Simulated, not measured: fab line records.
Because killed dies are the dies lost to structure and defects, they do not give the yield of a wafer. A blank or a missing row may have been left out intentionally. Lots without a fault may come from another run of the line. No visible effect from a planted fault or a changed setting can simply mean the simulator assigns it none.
Comparing a struck lot with a sound one | flow n5 finfet | 26 out of 1938 route steps
Sound: these wafers, L944.2, L944.5, L944.6. Struck: wafer L934.3 (L934.4, L934.5, from the same lot, were not struck and are left out); the cause is given at the end.
Per side, at each step with rows, come the tool, then ch with its chambers, and then its first start. Under that, the readings that differ: sound wafers | struck wafers | difference of the means | sigmas: that difference in standard deviations of wafers without a fault.
alike: same words and numbers on both sides, and readings whose means sit less than 2 such deviations apart. not compared: any withheld reading, any reading some wafer has no value for, any bound like >300 that may hide the same value, and any number with overlapping values for which the record gives no deviation.
Wherever a step has rows on one side only, a row that says differs or no value, or a row with sigmas, the two part there. Numbers that don't overlap but have no deviation are shown without sigmas and don't part them. Lack of a reading on every wafer of one side parts them only where that side has two or more wafers.

first, 10 steps without rows for these wafers: N5_FIN_SAQP_PRECLEAN_42 (cleans in O3/DIW, time 60 s); N5_FIN_SAQP_PRECLEAN_00 (cleans in SC1, time 60 s); N5_FIN_SAQP_PRECLEAN_44 (cleans in SC2, time 45 s); N5_FIN_SAQP_SRD_01 (time 30 s); N5_FIN_SAQP_ALD_61 (deposits SiO2, target thk 4 nm, pulse time 1 s, purge time 2 s); N5_FIN_SAQP_DENSIFY_62 (time 60 s); N5_FIN_SAQP_HM_DEP_03 (deposits SiNx from SiH4/NH3/N2, target thk 38 nm, time 33.6 s); N5_FIN_SAQP_PECVD_47 (deposits a-Si from SiH4/He, target thk 45 nm, time 36.3 s); N5_FIN_SAQP_PECVD_48 (deposits SiNx from SiH4/NH3/N2, target thk 25 nm, time 22.1 s); N5_FIN_SAQP_PECVD_06 (deposits a-Si from SiH4/He, target thk 60 nm, time 48.1 s).
N5_FIN_SAQP_HM_DEP_72: deposits SiO2 from SiH4/N2O, target thk 12 nm, time 7.2 s.
  sound on pecvd-04 ch 1,2, day 7 03:54; struck on pecvd-01 ch 2, day 4 15:57
  reading                                      | sound             | struck | difference | sigmas
  model.SiO2_of_FIN_SAQP_HM_DEP_72.thk nm (nm) | 11.93 11.96 12.02 | 11.37  | -0.60      |
  alike: heater power w, showerhead plenum p Torr, showerhead vpp V
then, 12 steps without rows for these wafers: N5_FIN_SAQP_COAT_49 (time 60 s, resist thk 100 nm); N5_FIN_SAQP_COAT_50 (time 60 s, resist thk 35 nm); N5_FIN_SAQP_COAT_10 (resist thk 90 nm); N5_FIN_SAQP_EBR_12; N5_FIN_SAQP_SOFTBAKE_11 (time 60 s); N5_FIN_SAQP_EXPOSE_13 (exposes mask FIN CORE, target cd 35.6 nm); N5_FIN_SAQP_PEB_14 (peb time 60 s); N5_FIN_SAQP_DEVELOP_15 (develop time 30 s); N5_FIN_SAQP_DESCUM_21 (chemistry O2, time 7.9 s); N5_FIN_SAQP_ETCH_51 (etches SiARC in CF4, target depth 45.5 nm, time 75.8 s); N5_FIN_SAQP_ETCH_52 (etches SOC in N2/H2, target depth 100 nm, overetch 20 nm, time 150 s); N5_FIN_SAQP_STRIP_53 (strips in N2/H2).
N5_FIN_SAQP_HM_OPEN_73: chemistry CHF3/O2, target SiO2, stops on a-Si, target depth 12 nm, time 16.8 s.
  sound on rie diel-01 ch 0,3, day 7 04:39; struck on rie diel-03 ch 0, day 4 16:41
  reading                         | sound             | struck | difference | sigmas
  showerhead plenum p Torr (Torr) | 2.40 2.40 2.38    | 2.52   | +0.13      | +2
  model.etch.depth nm (nm)        | 11.93 11.96 12.02 | 11.37  | -0.60      |
  alike: CHF3_flow_sccm, drypump motor current A, oes product au, rf vpp V, throttle valve pct
  not compared: rf hours counter h
then, 1 step without rows for these wafers: N5_FIN_SAQP_STRIP_74 (strips in CHF3/O2).
-- the record jumps here: 6 days lie between the struck wafers' starts before and after (it left off in module FIN_SAQP and takes up again in module BEOL_M4, whose first step shown is number 1111 of the route) --
N5_BEOL_M4_RC_MEAS_101:
  sound on prober-01 ch 0, day 13 12:10; struck on prober-02 ch 0, day 11 00:29
  reading       | sound          | struck | difference | sigmas
  DIBL_N (mV/V) | 37.0 36.9 37.6 | 41.2   | +4.0       | +3
  alike: DIBL_P, IOFF_N, IOFF_P, ION_N, ION_P, SS_N, SS_P, VT_N, VT_P

WHERE THEY PART
Last at N5_BEOL_M4_RC_MEAS_101 as far as this record goes, first at N5_FIN_SAQP_HM_OPEN_73.

WHY: what the simulator had put in
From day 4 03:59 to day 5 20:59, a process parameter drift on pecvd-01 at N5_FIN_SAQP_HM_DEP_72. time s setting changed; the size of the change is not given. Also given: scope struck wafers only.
